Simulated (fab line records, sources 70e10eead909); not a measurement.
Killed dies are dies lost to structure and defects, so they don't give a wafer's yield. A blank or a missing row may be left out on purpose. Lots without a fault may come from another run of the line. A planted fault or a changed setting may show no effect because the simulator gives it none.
Which tool did it? | flow nand_harc | 12 lots, 36 wafers sampled, at 5 steps of a route of 1159

WHAT THE GAUGES READ, wafer by wafer
NHARC_END_SORT_01.
lot  | measured     | on        | killed_at_array | killed_at_other | killed_at_periphery | killed_dies | killed_open | killed_short
L893 | day 19 20:22 | prober-02 | 15 17 22        | 0 0 0           | 2 5 3               | 17 22 25    | 1 4 6       | 1 3 3
L899 | day 21 01:45 | prober-01 | 664 649 635     | 2 2 1           | 3 4 2               | 669 655 638 | 0 0 3       | 2 1 0
L903 | day 21 11:52 | prober-01 | 26 26 18        | 1 0 1           | 4 1 3               | 31 27 22    | 8 3 3       | 0 2 2
L904 | day 23 09:22 | prober-02 | 649 663 656     | 1 1 1           | 4 4 2               | 654 668 659 | 2 4 7       | 2 1 2
L913 | day 24 18:15 | prober-02 | 35 33 33        | 1 0 1           | 0 0 1               | 36 33 35    | 2 2 1       | 0 3 2
L914 | day 24 19:15 | prober-01 | 20 12 19        | 1 0 0           | 4 1 3               | 25 13 22    | 4 4 5       | 6 2 4

WHICH TOOL RAN EACH LOT (tool, then ch and the chambers of the sampled wafers, then the start)
lot  | NHARC_A_STAIRCASE_DESCUM_186       | NHARC_A_STAIRCASE_ETCH_188         | NHARC_A_STAIRCASE_TRIM_193                    | NHARC_A_STAIRCASE_TRIM_198
L893 | rie_diel-01 ch 0,1,2, day 11 11:31 | rie_diel-01 ch 1,2,3, day 11 11:46 | rie_diel-01 ch 0,2,3, day 19 20:22 or earlier | rie_diel-01 ch 1,2,3, day 19 20:22 or earlier
L894 | rie_diel-02 ch 0,1,2, day 11 11:48 | rie_diel-02 ch 0,1,3, day 11 12:02 | rie_diel-02 ch 0,1,3, no start                | rie_diel-02 ch 0,1,2, no start
L896 | rie_diel-01 ch 0,1,2, day 11 20:22 | rie_diel-01 ch 0,1,2, day 11 20:55 | rie_diel-01 ch 0,1,2, no start                | rie_diel-02 ch 0,2,3, no start
L899 | rie_diel-02 ch 0,3, day 13 01:37   | rie_diel-02 ch 1,2, day 13 01:52   | rie_diel-02 ch 1,2,3, day 21 01:45 or earlier | rie_diel-02 ch 1,2, day 21 01:45 or earlier
L903 | rie_diel-08 ch 0,3, day 13 06:08   | rie_diel-08 ch 1,2,3, day 13 06:24 | rie_diel-08 ch 1,2, day 21 11:52 or earlier   | rie_diel-02 ch 0,3, day 21 11:52 or earlier
L904 | rie_diel-02 ch 0,1,2, day 14 14:17 | rie_diel-02 ch 2,3, day 14 14:32   | rie_diel-02 ch 0,1,2, day 23 09:22 or earlier | rie_diel-02 ch 0,1,2, day 23 09:22 or earlier
L909 | rie_diel-01 ch 1,2,3, day 14 23:42 | rie_diel-01 ch 2,3, day 15 00:43   | rie_diel-01 ch 2,3, no start                  | rie_diel-01 ch 0,3, no start
L910 | rie_diel-01 ch 0,1,3, day 15 04:53 | rie_diel-01 ch 0,2,3, day 15 05:11 | rie_diel-01 ch 0,1,2, no start                | rie_diel-01 ch 1,2,3, no start
L911 | rie_diel-08 ch 0,2,3, day 15 05:17 | rie_diel-08 ch 0,2, day 15 05:35   | rie_diel-08 ch 0,1,2, no start                | rie_diel-08 ch 0,3, no start
L913 | rie_diel-08 ch 0,1,3, day 15 19:55 | rie_diel-08 ch 2,3, day 15 21:42   | rie_diel-08 ch 0,1,3, day 24 18:15 or earlier | rie_diel-08 ch 0,3, day 24 18:15 or earlier
L914 | rie_diel-01 ch 1,3, day 16 00:14   | rie_diel-01 ch 1,3, day 16 00:40   | rie_diel-01 ch 1,2,3, day 24 19:15 or earlier | rie_diel-08 ch 1,2,3, day 24 19:15 or earlier
L912 | rie_diel-08 ch 0,1,2, day 16 01:17 | rie_diel-08 ch 1,3, day 16 01:36   | rie_diel-08 ch 1,2,3, no start                | rie_diel-01 ch 0,3, no start
- NHARC_A_STAIRCASE_DESCUM_186: chemistry O2, time 3 s.
- NHARC_A_STAIRCASE_ETCH_188: etches the open film in C4F8/O2, target depth 100 nm, time 40.5 s.
- NHARC_A_STAIRCASE_TRIM_193: chemistry O2, time 211.2 s.
- NHARC_A_STAIRCASE_TRIM_198: chemistry O2, time 211.2 s.

WHAT THE TOOLS THEMSELVES READ (means of the sampled wafers that have a number; where no wafer has one, the mark that the record gives instead)
NHARC_A_STAIRCASE_DESCUM_186.
lot  | tool        | drypump_motor_current_A (A) | oes_product_au (a.u.) | rf_vpp_V (V) | showerhead_plenum_p_Torr (Torr) | throttle_valve_pct (%)
L893 | rie_diel-01 | 6.1                         | 0.991                 | 57.6         | 1.91                            | 11.313
L894 | rie_diel-02 | 5.7                         | 1.001                 | 57.6         | 1.92                            | 11.315
L896 | rie_diel-01 | 6.1                         | 0.984                 | 58.5         | 1.91                            | 11.314
L899 | rie_diel-02 | 5.8                         | 1.008                 | 57.8         | 1.91                            | 11.309
L903 | rie_diel-08 | 5.8                         | 0.980                 | 57.6         | 1.86                            | 11.307
L904 | rie_diel-02 | 5.6                         | 0.999                 | 57.1         | 1.91                            | 11.315
L909 | rie_diel-01 | 5.7                         | 0.997                 | 58.2         | 1.88                            | 11.316
L910 | rie_diel-01 | 5.9                         | 0.999                 | 57.3         | 1.87                            | 11.310
L911 | rie_diel-08 | 5.8                         | 1.000                 | 57.4         | 1.91                            | 11.314
L913 | rie_diel-08 | 5.5                         | 1.002                 | 57.4         | 1.87                            | 11.319
L914 | rie_diel-01 | 5.6                         | 0.998                 | 57.6         | 1.90                            | 11.309
L912 | rie_diel-08 | 5.7                         | 1.009                 | 57.7         | 1.87                            | 11.313

NHARC_A_STAIRCASE_ETCH_188.
lot  | tool        | oes_product_au (a.u.) | rf_vpp_V (V)
L893 | rie_diel-01 | 0.936                 | 894
L894 | rie_diel-02 | 0.949                 | 898
L896 | rie_diel-01 | 0.917                 | 896
L899 | rie_diel-02 | 1.126                 | 897
L903 | rie_diel-08 | 0.918                 | 897
L904 | rie_diel-02 | 1.123                 | 894
L909 | rie_diel-01 | 0.922                 | 893
L910 | rie_diel-01 | 0.926                 | 893
L911 | rie_diel-08 | 0.929                 | 896
L913 | rie_diel-08 | 0.936                 | 899
L914 | rie_diel-01 | 0.935                 | 895
L912 | rie_diel-08 | 0.917                 | 895

NHARC_A_STAIRCASE_TRIM_193.
lot  | tool        | drypump_motor_current_A (A) | oes_product_au (a.u.) | rf_vpp_V (V) | showerhead_plenum_p_Torr (Torr) | throttle_valve_pct (%)
L893 | rie_diel-01 | 6.0                         | 0.986                 | 57.4         | 3.43                            | 17.032
L894 | rie_diel-02 | 5.8                         | 1.000                 | 57.9         | 3.58                            | 17.030
L896 | rie_diel-01 | 6.1                         | 0.987                 | 58.0         | 3.52                            | 17.043
L899 | rie_diel-02 | 6.0                         | 1.006                 | 58.7         | 3.52                            | 17.031
L903 | rie_diel-08 | 5.3                         | 1.002                 | 56.8         | 3.50                            | 17.030
L904 | rie_diel-02 | 5.7                         | 0.993                 | 58.1         | 3.52                            | 17.042
L909 | rie_diel-01 | 5.8                         | 0.987                 | 57.7         | 3.42                            | 17.027
L910 | rie_diel-01 | 6.1                         | 1.000                 | 58.1         | 3.50                            | 17.034
L911 | rie_diel-08 | 5.7                         | 0.995                 | 57.7         | 3.46                            | 17.032
L913 | rie_diel-08 | 5.5                         | 0.997                 | 57.0         | 3.45                            | 17.026
L914 | rie_diel-01 | 5.7                         | 0.993                 | 57.4         | 3.46                            | 17.035
L912 | rie_diel-08 | 5.4                         | 1.008                 | 57.6         | 3.54                            | 17.043

NHARC_A_STAIRCASE_TRIM_198.
lot  | tool        | drypump_motor_current_A (A) | oes_product_au (a.u.) | rf_vpp_V (V) | showerhead_plenum_p_Torr (Torr) | throttle_valve_pct (%)
L893 | rie_diel-01 | 5.7                         | 0.995                 | 56.9         | 3.49                            | 17.035
L894 | rie_diel-02 | 5.6                         | 1.009                 | 58.1         | 3.53                            | 17.038
L896 | rie_diel-02 | 5.7                         | 1.006                 | 57.5         | 3.49                            | 17.036
L899 | rie_diel-02 | 6.0                         | 1.004                 | 57.3         | 3.56                            | 17.034
L903 | rie_diel-02 | 5.8                         | 1.005                 | 57.7         | 3.53                            | 17.046
L904 | rie_diel-02 | 5.7                         | 0.991                 | 56.8         | 3.52                            | 17.037
L909 | rie_diel-01 | 5.9                         | 0.993                 | 57.0         | 3.36                            | 17.032
L910 | rie_diel-01 | 5.7                         | 0.997                 | 57.7         | 3.47                            | 17.032
L911 | rie_diel-08 | 5.8                         | 1.001                 | 56.6         | 3.42                            | 17.029
L913 | rie_diel-08 | 5.8                         | 1.008                 | 56.4         | 3.42                            | 17.030
L914 | rie_diel-08 | 5.4                         | 1.004                 | 57.8         | 3.54                            | 17.036
L912 | rie_diel-01 | 5.9                         | 0.997                 | 57.7         | 3.36                            | 17.032

THE ANSWER, worked out from the rows above alone
Rule: what is usual is taken from the lots themselves. Put in order of their means at a reading, lots are off if they are a third of the lots or fewer, leave a main group of 4 or more, and stand apart from it by a gap of 3 or more times the standard deviation of the main group's means; of several such gaps the widest counts. A main group whose means are all the same, to the digits that the tables above print for the reading, isn't used. A lot without any number at a reading at which 4 lots or more have one is off too. The other lots that the step has rows for count as sound. The gauges are gone through in route order, then the tools' own readings, and for those a lot's mean is taken as printed above. The first step at which some lot is off is used, and at that step the reading that is off furthest; a lot without a number counts as furthest.
Off: L899, L904, at NHARC_END_SORT_01 (killed_dies). The main group: mean 26, standard deviation 5.8. Neither off nor sound, because the step has no rows for them: L894, L896, L909, L910, L911, L912.
A tool fits if, at a process step before that reading, it ran every lot that is off, and no sound lot after the first of them. The gauges at NHARC_END_SORT_01 aren't tried: what is off there is off at NHARC_A_STAIRCASE_ETCH_188 too, on other tools, and a gauge's error can't cause that. NHARC_A_STAIRCASE_TRIM_193 gives no start for some lots, so the hours and the order of its lots are those of NHARC_END_SORT_01. NHARC_A_STAIRCASE_TRIM_198 gives no start for some lots, so the hours and the order of its lots are those of NHARC_END_SORT_01. One fits: rie_diel-02 at NHARC_A_STAIRCASE_DESCUM_186 and NHARC_A_STAIRCASE_ETCH_188 and NHARC_A_STAIRCASE_TRIM_193. It ran no sound lot before its first lot that is off in this sample, so the start can't be narrowed down.

WHAT THE SIMULATOR HAD PUT IN
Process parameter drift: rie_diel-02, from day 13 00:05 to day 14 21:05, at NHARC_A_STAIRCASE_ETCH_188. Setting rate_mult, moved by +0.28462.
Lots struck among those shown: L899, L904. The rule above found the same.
